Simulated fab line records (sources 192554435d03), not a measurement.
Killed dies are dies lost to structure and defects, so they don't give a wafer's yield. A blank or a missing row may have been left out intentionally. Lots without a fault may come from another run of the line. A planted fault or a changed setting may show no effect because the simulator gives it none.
Chamber matching ; flow n5Finfet ; pecvd-03 running N5_BEOL_M6_PECVD_70: 3 sister chambers
The step deposits SiO2 from TEOS/O2, target thk 20 nm, time 22.7 s. 3 wafers are shown with their chamber, then 12 later ones without.

EACH WAFER AND ITS CHAMBER
wafer;chamber;showerheadPlenumPTorr (Torr)
L089.5;2;8.93
L091.3;1;8.83
L091.6;0;8.90

WAFERS WITHOUT THEIR CHAMBER
wafer;showerheadPlenumPTorr (Torr)
L092.1;8.83
L092.2;8.93
L092.3;8.90
L093.3;8.87
L093.4;8.92
L093.6;8.90
L095.2;8.89
L095.3;8.92
L095.4;8.89
L097.3;8.92
L097.5;8.91
L097.6;8.81

WHICH CHAMBER EACH ONE RAN IN
wafer;from the rows above;in truth
L092.1;1;1
L092.2;2;2
L092.3;0;0
L093.3;can't be placed: 0 or 1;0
L093.4;can't be placed: 2 or 0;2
L093.6;0;0
L095.2;0;0
L095.3;can't be placed: 2 or 0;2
L095.4;0;0
L097.3;can't be placed: 2 or 0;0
L097.5;can't be placed: 0 or 2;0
L097.6;1;1
Correct placement for 7 of the 12. These rows do not allow placing 5 (true chamber among the candidates in 5). 0 placed wrongly.
How it was worked out, from the rows above alone: a wafer's distance from a chamber is the root of the sum, over the readings, of the square of ((its reading less the chamber's mean) divided by the reading's scatter). If the next closest chamber is less than 2 further off than the closest, the wafer can't be placed; otherwise it belongs to the closest. The mean given for a chamber averages the wafers shown for that chamber. The scatter: root of mean squared gap, hidden wafer to nearest shown wafer, with one shown wafer a chamber.
